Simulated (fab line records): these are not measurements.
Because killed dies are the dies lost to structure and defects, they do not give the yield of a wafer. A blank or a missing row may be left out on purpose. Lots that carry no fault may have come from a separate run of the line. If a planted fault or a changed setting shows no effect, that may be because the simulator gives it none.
A struck lot beside a sound one	flow nand harc	14 out of 1159 route steps
Sound: these wafers, L711.2, L711.3, L711.4. Struck: wafers L693.2, L693.3, L693.4. The cause comes at the end.
At each step with rows: each side's tool, then ch and its chambers, then its first start. Under that, the readings that differ: sound wafers	struck wafers	difference of the means	sigmas: that difference in standard deviations of wafers without a fault.
alike: words and numbers the same on both sides, and readings whose means are apart by under 2 such deviations; not compared: readings that were withheld, readings missing a value for some wafer, numbers with overlapping values and no deviation given by the record, and bounds like >300 which may hide the same value.
A row with sigmas, a row that says differs or no value, or rows on one side alone: a step with any of these is where the two part. Non-overlapping numbers with no deviation appear without sigmas and do not part them. A reading missing from all wafers of one side parts the sides only when that side holds two or more wafers.

first, 5 steps without rows for these wafers: NHARC_A_ZERO_WELL_SOFTBAKE_05 (time 70 s); NHARC_A_ZERO_WELL_EBR_06; NHARC_A_ZERO_WELL_EXPOSE_07 (exposes mask A ZERO); NHARC_A_ZERO_WELL_PEB_08 (peb time 80 s); NHARC_A_ZERO_WELL_DEVELOP_09 (time 50 s).
NHARC_A_ZERO_WELL_CD_MEAS_10 targets a cd of 2000 nm.
  sound on cd sem-03 ch 0, day 11 12:50; struck on cd sem-03 ch 0, day 7 07:35
  alike: cd nm
then, 1 step without rows for these wafers: NHARC_A_ZERO_WELL_HARDBAKE_11 (time 65 s).
NHARC_A_ZERO_WELL_DESCUM_12: chemistry O2, time 3 s.
  sound on rie diel-07 ch 1,2,3, day 11 13:00; struck on rie diel-12 ch 0,2,3, day 7 07:45
reading	sound	struck	difference	sigmas
rf hours counter h (h)	2 1 1	8 13 12	+10	
  alike: chamber pressure mTorr, drypump motor current A, oes product au, rf vpp V, showerhead plenum p Torr, throttle valve pct
NHARC_A_ZERO_WELL_ETCH_19: etches the open film in N2/H2, target depth 80 nm, overetch 24 nm, time 87.88 s.
  sound on rie diel-07 ch 1,2,3, day 11 13:05; struck on rie diel-12 ch 0,1,3, day 7 07:50
reading	sound	struck	difference	sigmas
rf hours counter h (h)	1 2 1	12 8 13	+10	
  alike: chamber pressure mTorr, drypump motor current A, oes product au, rf fwd power W, rf vpp V, showerhead plenum p Torr, throttle valve pct
NHARC_A_ZERO_WELL_ETCH_13: etches the open film in HBr/Cl2, target depth 120 nm, time 40.1 s.
  sound on rie si-05 ch 1,2,3, day 11 13:13; struck on rie si-05 ch 0,1,3, day 7 07:58
reading	sound	struck	difference	sigmas
rf hours counter h (h)	0.0 0.0 0.0	0.6 0.5 0.4	+0.5	
  alike: chamber pressure mTorr, drypump motor current A, he backside leak sccm, oes product au, rf fwd power W, throttle valve pct
then, 1 step without rows for these wafers: NHARC_A_ZERO_WELL_STRIP_14 (strips in SPM, time 900 s).
NHARC_A_ZERO_WELL_IMPLANT_15:
  sound on implanter-02 ch 0, day 11 13:48; struck on implanter-02 ch 0, day 7 08:55
  alike: faraday current uA
then, 2 steps without rows for these wafers: NHARC_A_ZERO_WELL_PRECLEAN_22 (cleans in SC1, time 60 s); NHARC_END_SORT_01.

== WHERE THEY PART ==
Nowhere in this record.

WHY: the cause the simulator had injected
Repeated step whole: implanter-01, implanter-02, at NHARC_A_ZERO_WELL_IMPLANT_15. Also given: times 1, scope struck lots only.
